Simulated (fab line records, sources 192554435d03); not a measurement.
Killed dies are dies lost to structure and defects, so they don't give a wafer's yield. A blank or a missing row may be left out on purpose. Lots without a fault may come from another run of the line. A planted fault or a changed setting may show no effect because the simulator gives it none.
Which tool did it? | flow n5_finfet | 9 lots, 27 wafers sampled, at 2 steps of a route of 1938

WHAT THE GAUGES READ, wafer by wafer
N5_BEOL_M5_OVL_MEAS_29.
lot  | measured     | on         | V4_OVL (nm)
L483 | day 8 07:08  | overlay-01 | -0.1 0.2 0.3
L485 | day 9 06:26  | overlay-01 | 0.7 0.5 -0.2
L486 | day 9 11:16  | overlay-01 | -0.2 0.5 -1.1
L488 | day 9 11:13  | overlay-02 | -0.7 -0.8 -0.6
L493 | day 12 09:08 | overlay-02 | -0.7 -0.6 -0.8
L495 | day 12 12:27 | overlay-01 | -0.3 -1.1 -0.2
L499 | day 13 11:26 | overlay-01 | 0.6 0.5 0.2
L497 | day 13 13:01 | overlay-01 | 0.3 -0.8 -0.7
L501 | day 13 23:30 | overlay-02 | -1.4 -0.8 -1.1

WHICH TOOL RAN EACH LOT (tool, then ch and the chambers of the sampled wafers, then the start)
lot  | N5_BEOL_M5_ETCH_62
L483 | rie_diel-02 ch 0,1,2, day 8 04:44
L485 | rie_diel-02 ch 0,1, day 9 04:46
L486 | rie_diel-02 ch 0,3, day 9 07:17
L488 | rie_diel-02 ch 0,2,3, day 9 07:31
L493 | rie_diel-04 ch 2,3, day 12 06:52
L495 | rie_diel-02 ch 0,1,2, day 12 10:44
L499 | rie_diel-04 ch 0,3, day 13 08:49
L497 | rie_diel-04 ch 1,2, day 13 09:02
L501 | rie_diel-02 ch 0,2,3, day 13 18:43
- N5_BEOL_M5_ETCH_62: etches SOC in N2/H2, target depth 75 nm, overetch 15 nm, time 112.5 s.

THE ANSWER, worked out from the rows above alone
Rule: what is usual is taken from the lots themselves. Put in order of their means at a reading, lots are off if they are a third of the lots or fewer, leave a main group of 4 or more, and stand apart from it by a gap of 3 or more times the standard deviation of the main group's means; of several such gaps the widest counts. A main group whose means are all the same, to the digits that the tables above print for the reading, isn't used. A lot without any number at a reading at which 4 lots or more have one is off too. The other lots that the step has rows for count as sound.
No lot is off at any reading shown: from this, nothing can be told.

WHAT THE SIMULATOR HAD PUT IN
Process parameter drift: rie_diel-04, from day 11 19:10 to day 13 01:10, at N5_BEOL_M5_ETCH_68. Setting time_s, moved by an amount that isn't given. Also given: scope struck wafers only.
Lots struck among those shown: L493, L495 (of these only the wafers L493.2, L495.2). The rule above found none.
